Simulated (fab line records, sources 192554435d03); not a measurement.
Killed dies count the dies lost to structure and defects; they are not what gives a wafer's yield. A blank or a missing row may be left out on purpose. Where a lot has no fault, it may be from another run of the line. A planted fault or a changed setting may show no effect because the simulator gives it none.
Lot-split experiment | flow n5-finfet | on a route of 1938 steps: 7 lots, 21 wafers read

## ABOUT THE SPLIT
At N5_BEOL_M14_COAT_66 (time 60 s, resist thk 110 nm), the setting spin-rpm was moved away from the recipe's 1500 rpm on 8 of the 21 wafers read, by -7.7% to +4.9%. All remaining wafers had this setting at the recipe value.

## FROM THE SPLIT TO THE READING: what the file shows between them, 5 steps
- N5_BEOL_M14_COAT_22: resist thk 300 nm (also split here: spin-rpm)
- N5_BEOL_M14_EBR_24
- N5_BEOL_M14_SOFTBAKE_23: time 60 s
- N5_BEOL_M14_DESCUM_33: chemistry O2, time 7.9 s
- N5_BEOL_M14_ETCH_67: etches SiARC in CF4, target depth 143 nm, time 238.3 s

## THE READING
SiARC_of_BEOL_M14_COAT_66.thk-nm (the simulator's own value, which no gauge read), in nm, at N5_BEOL_M14_ETCH_68 (etches SOC in N2/H2, time 450 s). The file does not state a usual value for it. The 13 wafers here that ran the recipe average 65.4 nm, standard deviation 0.39 nm.

wafer  | tool, chamber at the split | spin-rpm as run, rpm | against the recipe | SiARC_of_BEOL_M14_COAT_66.thk-nm, nm | against lot-mates on the recipe
L074.1 | litho-track-02, 0          | 1385                 | -7.7%              | 69.4                                 | +4.3
L074.3 | litho-track-02, 0          | 1500                 | recipe             | 65                                   | -
L074.5 | litho-track-02, 0          | 1500                 | recipe             | 65.2                                 | -
L080.2 | litho-track-01, 0          | 1433                 | -4.5%              | 69                                   | +3.2
L080.5 | litho-track-01, 0          | 1433                 | -4.5%              | 69                                   | +3.2
L080.6 | litho-track-01, 0          | 1500                 | recipe             | 65.8                                 | -
L083.1 | litho-track-01, 0          | 1421                 | -5.3%              | 69.4                                 | +3.6
L083.2 | litho-track-01, 0          | 1500                 | recipe             | 65.8                                 | -
L083.5 | litho-track-01, 0          | 1421                 | -5.3%              | 68.6                                 | +2.8
L086.3 | litho-track-01, 0          | 1500                 | recipe             | 65.8                                 | -
L086.6 | litho-track-01, 0          | 1500                 | recipe             | 65.8                                 | -
L086.4 | litho-track-01, 0          | 1500                 | recipe             | 65.2                                 | -
L091.1 | litho-track-02, 0          | 1430                 | -4.7%              | 67.2                                 | +1.7
L091.2 | litho-track-02, 0          | 1500                 | recipe             | 65.8                                 | -
L091.5 | litho-track-02, 0          | 1500                 | recipe             | 65.2                                 | -
L093.3 | litho-track-04, 0          | 1574                 | +4.9%              | 62.8                                 | -1.8
L093.5 | litho-track-04, 0          | 1574                 | +4.9%              | 61.8                                 | -2.8
L093.6 | litho-track-04, 0          | 1500                 | recipe             | 64.6                                 | -
L097.3 | litho-track-01, 0          | 1500                 | recipe             | 65                                   | -
L097.4 | litho-track-01, 0          | 1500                 | recipe             | 65.6                                 | -
L097.6 | litho-track-01, 0          | 1500                 | recipe             | 65.6                                 | -

FIT RESULTS
A straight line over all 21 wafers: SiARC_of_BEOL_M14_COAT_66.thk-nm changes by -0.619 nm for each +1% of spin-rpm; r = -0.96; the points scatter about the line by 0.57 nm.
The same after taking each lot's own level away (the mean of its wafers on the recipe; 21 wafers): -0.551 nm for each +1%; r = -0.97; scatter 0.44 nm.
Per that fit: largest spin-rpm move, reading shift of 4.2 nm.
The lots' own levels span 64.60 to 65.80 nm, that is 3.1 times the standard deviation above.
In other words, the slope is changed by the lot-to-lot level; the two fits disagree.
Check: +4.33 nm against its lot-mates is what the line predicts for one of the wafers moved furthest among these (-7.7%) when that wafer is left out of the fit. It came out at +4.3 nm against them.

## ADDITIONAL SPLITS CARRIED BY THESE WAFERS
These wafers also went through other splits before the reading. Each is held against what the fit with the lots' levels taken away leaves over:
other split on the same wafers    | wafers away from the commonest value | r with SiARC_of_BEOL_M14_COAT_66.thk-nm (lot level and that fit taken away)
N5_BEOL_M11_EXPOSE_08 dose-mj     | 7                                    | -0.23
N5_BEOL_M11_TRENCH_ETCH_37 bias-w | 7                                    | -0.05
N5_BEOL_M13_COAT_58 spin-rpm      | 8                                    | +0.05
N5_BEOL_M14_COAT_22 spin-rpm      | 8                                    | +0.14

## THE WHOLE CHAIN: every reading that the file lists as answering this split, in the file's order
step                | what it does                                           | reading                                                                           | change (the file's fit)               | r (the file's)
N5_BEOL_M14_COAT_66 | time 60 s, resist thk 110 nm                           | SiARC_of_BEOL_M14_COAT_66.thk-nm (the simulator's own value, which no gauge read) | -0.575 nm for each +1% of the setting | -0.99
N5_BEOL_M14_ETCH_67 | etches SiARC in CF4, target depth 143 nm, time 238.3 s | etch.depth-nm (the simulator's own value, which no gauge read)                    | -0.573 nm for each +1% of the setting | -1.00
N5_BEOL_M14_ETCH_68 | etches SOC in N2/H2, time 450 s                        | SiARC_of_BEOL_M14_COAT_66.thk-nm (the simulator's own value, which no gauge read) | -0.547 nm for each +1% of the setting | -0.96

## THE FILE'S OWN FIT
SiARC_of_BEOL_M14_COAT_66.thk-nm changes by -0.547 nm for each +1% of spin-rpm, r = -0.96.
